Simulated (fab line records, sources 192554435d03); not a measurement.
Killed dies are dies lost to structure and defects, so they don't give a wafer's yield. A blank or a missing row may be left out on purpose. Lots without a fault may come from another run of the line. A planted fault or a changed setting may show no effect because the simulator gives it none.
fab line records | flow n5_finfet
record lots=10 wafers=30 last_day=18
route steps=1938 shown START@1 WELL_APT@36 PMOS_HMC_CHANNEL_EPI@65 BEOL_M4@1111
lots that met no fault: from a run of the same line without faults
start_h: hours from the record's first day to the start of the lot's first wafer shown | wait_h: hours since the lot's step before | " the same as in the row above | L1.1+2: a row that stands for several wafers | - no value, or no start given | * or withheld: withheld | < > ~ a bound
route shown NAME@n: a module of which the file shows steps, and the number in the route of the first | usual: mean/standard deviation of fault-free wafers | same: alike in all rows | chamber/n: place in a boat | sites: the reading at each site | _std_site: their standard deviation | _edge_site: outer sites' mean less inner sites' | radius_mm: how far each site lies from the wafer's centre | mask NAME#n: copy n | behind: the tool/chamber that last shaped the wafer | hold: why the lot was held/for how many hours/how that ended | device: the transistor (n, p or np) that didn't switch | end of line: the same wafers' tests at the end of the route | a step without rows: its recipe alone | killed: dies lost to structure and defects at the first sort, not the wafer's yield | map: a wafer's dies, x killed, . not, _ none there
set.NAME: the setting as run; set.NAME@STEP: as run at that earlier step | model.NAME: the simulator's own value behind a step, which no gauge read
steps of the route over a sample of lots; a table a step, a row a wafer
## steps
# step N5_START_INSPECT_01
# recipe inspect_instrument=unpatterned_scan mode=incoming
# usual raw_defect_count=5.9/2.5
# columns lot.wafer tool chamber start_h wait_h raw_defect_count
L830.2 defect_inspect-02 - 12.03 - 5
L830.3 " - " " 14
L830.4 " - " " 9
L831.1 defect_inspect-02 - 18.03 - 7
L831.2 " - " " 9
L831.3 " - " " 8
L832.1 defect_inspect-02 - 24.03 - 5
L832.2 " - " " 6
L832.5 " - " " 3
L833.3 defect_inspect-02 - 30.03 - 12
L833.4 " - " " 3
L833.6 " - " " 1
L834.4 defect_inspect-01 - 36.04 - 2
L834.5 " - " " 3
L834.6 " - " " 7
L838.2 defect_inspect-01 - 60.03 - 5
L838.4 " - " " 5
L838.5 " - " " 7
L844.1 defect_inspect-02 - 96.03 - 6
L844.4 " - " " 5
L844.5 " - " " 4
L846.2 defect_inspect-02 - 108.03 - 7
L846.3 " - " " 6
L846.5 " - " " 7
L847.1 defect_inspect-01 - 114.03 - 4
L847.4 " - " " 7
L847.5 " - " " 3
L851.2 defect_inspect-02 - 138.04 - 5
L851.4 " - " " 5
L851.6 " - " " 9
# step N5_WELL_APT_COAT_19
# recipe spin_rpm=1357 resist_thk_nm=950
# usual resist_line_temp_C=23.00/0.099 spin_speed_rpm=1357.0/1.1
# columns lot.wafer tool chamber start_h wait_h resist_line_temp_C spin_speed_rpm
L830.2 litho_track-03 0 14.83 - 23.01 1356.8
L830.3 " 0 " " 23.16 1356.9
L830.4 " 0 " " 23.13 1354.7
L831.1 litho_track-01 0 20.62 - 23.17 1357.4
L831.2 " 0 " " 23.11 1356.8
L831.3 " 0 " " 23.12 1356.4
L832.1 litho_track-03 0 26.94 - 22.91 1357.3
L832.2 " 0 " " 22.95 1357.4
L832.5 " 0 " " 22.75 1356.9
L833.3 litho_track-04 0 32.53 - 23.01 1356.6
L833.4 " 0 " " 22.99 1356.8
L833.6 " 0 " " 22.95 1355.3
L834.4 litho_track-01 0 38.54 - 22.93 1357.3
L834.5 " 0 " " 22.91 1357.3
L834.6 " 0 " " 23.03 1358.4
L838.2 litho_track-01 0 62.72 - 23.05 1483.7
L838.4 " 0 " " 23.06 1482.7
L838.5 " 0 " " 23.24 1482.5
L844.1 litho_track-01 0 98.87 - 22.92 1482.5
L844.4 " 0 " " 22.91 1482.6
L844.5 " 0 " " 22.74 1482.3
L846.2 litho_track-04 0 110.55 - 23.04 1356.7
L846.3 " 0 " " 22.89 1356.9
L846.5 " 0 " " 23.07 1355.9
L847.1 litho_track-04 0 116.80 - 22.97 1356.9
L847.4 " 0 " " 22.85 1357.9
L847.5 " 0 " " 22.85 1357.1
L851.2 litho_track-04 0 140.74 - 22.90 1357.9
L851.4 " 0 " " 22.94 1357.3
L851.6 " 0 " " 23.14 1356.9
# step N5_WELL_APT_OVL_MEAS_26
# recipe points_per_wafer=44
# usual PWELL_OVL=0/6.3
# columns lot.wafer tool chamber start_h wait_h PWELL_OVL[nm]
L830.2 overlay-02 0 15.13 0.0 6
L830.3 " 0 " " 2
L830.4 " 0 " " 5
L831.1 overlay-01 0 21.04 0.0 -10
L831.2 " 0 " " 10
L831.3 " 0 " " -1
L832.1 overlay-01 0 27.36 0.0 8
L832.2 " 0 " " 9
L832.5 " 0 " " 6
L833.3 overlay-01 0 32.96 0.0 -1
L833.4 " 0 " " -11
L833.6 " 0 " " 1
L834.4 overlay-01 0 38.96 0.0 2
L834.5 " 0 " " 2
L834.6 " 0 " " -7
L838.2 overlay-02 0 63.14 0.0 1
L838.4 " 0 " " 1
L838.5 " 0 " " -13
L844.1 overlay-02 0 99.29 0.0 2
L844.4 " 0 " " 2
L844.5 " 0 " " 0
L846.2 overlay-01 0 110.97 0.0 5
L846.3 " 0 " " 4
L846.5 " 0 " " 6
L847.1 overlay-01 0 117.09 0.0 -4
L847.4 " 0 " " -6
L847.5 " 0 " " 4
L851.2 overlay-01 0 141.03 0.0 2
L851.4 " 0 " " 6
L851.6 " 0 " " 2
# step N5_PMOS_HMC_CHANNEL_EPI_CD_MEAS_09
# recipe target_cd_nm=237.4 landing_energy_ev=500 detector=se_inlens
# usual cd_nm=237.1/0.68
# columns lot.wafer tool chamber start_h wait_h cd_nm
L830.2 cd_sem-01 0 17.30 - 236.6
L830.3 " 0 " " 236.7
L830.4 " 0 " " 236.5
L831.1 cd_sem-02 0 23.21 - 238.9
L831.2 " 0 " " 237.2
L831.3 " 0 " " 238.3
L832.1 cd_sem-02 0 29.56 - 237.6
L832.2 " 0 " " 238.3
L832.5 " 0 " " 238.1
L833.3 cd_sem-02 0 35.31 - 236.6
L833.4 " 0 " " 236.8
L833.6 " 0 " " 238.1
L834.4 cd_sem-01 0 41.06 - 237.0
L834.5 " 0 " " 237.4
L834.6 " 0 " " 237.8
L838.2 cd_sem-02 0 65.51 - 236.7
L838.4 " 0 " " 237.7
L838.5 " 0 " " 238.0
L844.1 cd_sem-02 0 101.58 - 236.7
L844.4 " 0 " " 237.1
L844.5 " 0 " " 236.4
L846.2 cd_sem-02 0 113.31 - 236.7
L846.3 " 0 " " 236.9
L846.5 " 0 " " 237.8
L847.1 cd_sem-03 0 119.14 - 236.8
L847.4 " 0 " " 237.4
L847.5 " 0 " " 237.2
L851.2 cd_sem-03 0 143.22 - 236.7
L851.4 " 0 " " 237.6
L851.6 " 0 " " 236.7
# step N5_BEOL_M4_RC_MEAS_101
# usual DIBL_N=36.4/1.4 DIBL_P=36.3/1.8 IOFF_N=0.163/0.024 IOFF_P=0.21/0.034 ION_N=673/11 ION_P=461/7.4 SS_N=71.6/0.52 SS_P=73.3/0.58 VT_N=249.4/2.5 VT_P=-250/3.5
# columns lot.wafer tool chamber start_h wait_h DIBL_N[mV/V] DIBL_P[mV/V] IOFF_N[nA/um] IOFF_P[nA/um] ION_N[uA/um] ION_P[uA/um] SS_N[mV/dec] SS_P[mV/dec] VT_N[mV] VT_P[mV]
L830.2 prober-02 0 168.13 0.2 36.6 36.5 0.169 0.20 686 462 70.9 72.7 248.1 -253
L830.3 " 0 " " 35.5 34.1 0.153 0.18 669 451 70.7 72.3 248.6 -252
L830.4 " 0 " " 36.9 37.0 0.187 0.21 699 465 71.5 73.4 246.2 -252
L831.1 prober-02 0 170.66 0.0 37.2 37.1 0.176 0.21 668 451 71.9 73.0 248.3 -249
L831.2 " 0 " " 36.7 37.9 0.180 0.23 684 467 71.8 73.3 248.2 -249
L831.3 " 0 " " 37.6 37.5 0.190 0.22 673 456 71.6 72.7 248.1 -249
L832.1 prober-01 0 175.17 0.0 37.2 38.0 0.170 0.25 663 456 71.9 73.8 245.9 -246
L832.2 " 0 " " 37.2 37.4 0.169 0.24 668 462 71.2 73.4 249.0 -248
L832.5 " 0 " " 37.5 38.2 0.181 0.24 666 459 71.9 73.8 246.9 -248
L833.3 prober-02 0 186.20 0.3 36.8 37.2 0.173 0.19 674 449 71.8 73.8 246.7 -254
L833.4 " 0 " " 36.2 36.3 0.167 0.19 685 455 71.4 72.5 246.7 -254
L833.6 " 0 " " 35.0 35.3 0.147 0.17 668 453 71.9 72.8 251.3 -254
L834.4 prober-02 0 192.36 0.5 34.6 33.8 0.118 0.20 651 458 70.6 72.5 254.1 -248
L834.5 " 0 " " 36.9 36.4 0.154 0.25 661 462 72.2 72.9 247.8 -247
L834.6 " 0 " " 37.7 38.1 0.176 0.27 682 477 72.1 74.1 249.6 -243
L838.2 prober-02 0 212.44 0.2 36.0 36.8 0.169 0.23 665 461 72.1 73.5 248.2 -247
L838.4 " 0 " " 35.0 35.7 0.145 0.21 666 457 71.0 73.2 248.0 -249
L838.5 " 0 " " 36.5 37.7 0.174 0.26 680 475 71.9 73.9 247.9 -244
L844.1 prober-01 0 257.91 0.0 35.4 36.1 0.172 0.22 688 466 72.0 73.5 246.6 -246
L844.4 " 0 " " 35.2 35.5 0.160 0.21 664 464 70.9 73.1 251.5 -246
L844.5 " 0 " " 37.6 38.1 0.204 0.25 683 463 71.9 74.3 245.7 -245
L846.2 prober-02 0 261.20 0.2 37.7 35.9 0.174 0.21 663 451 72.5 73.4 252.2 -249
L846.3 " 0 " " 35.0 33.7 0.124 0.17 661 455 71.4 73.3 254.1 -250
L846.5 " 0 " " 35.7 33.7 0.138 0.17 653 448 71.8 72.7 252.6 -256
L847.1 prober-01 0 266.60 0.0 36.4 37.2 0.175 0.22 676 461 71.5 73.4 248.3 -248
L847.4 " 0 " " 34.9 35.6 0.147 0.19 683 465 70.5 72.6 248.1 -251
L847.5 " 0 " " 35.2 36.2 0.153 0.19 682 468 70.8 72.1 249.0 -251
L851.2 prober-02 0 303.23 0.2 35.1 34.8 0.137 0.19 665 460 70.9 73.0 250.8 -250
L851.4 " 0 " " 36.0 35.2 0.146 0.20 666 455 71.1 72.9 251.1 -250
L851.6 " 0 " " 35.1 35.0 0.142 0.20 662 456 70.9 72.6 248.0 -248
## key
first_sign step=N5_WELL_APT_COAT_19 reading=spin_speed_rpm direction=up sigmas=99+ usual=* struck=*
effect none on later readings
met_at N5_WELL_APT_COAT_19
struck_lots L838,L844
not_acting_at N5_START_INSPECT_01,N5_WELL_APT_OVL_MEAS_26,N5_PMOS_HMC_CHANNEL_EPI_CD_MEAS_09
onset_between 38.54 62.72
fault kind=process_parameter_drift tool=litho_track-01 chamber=- onset_h=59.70 steps=N5_WELL_APT_COAT_19 channel=spin_rpm offset=* shape=step end_h=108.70 acts_in=* stated=*
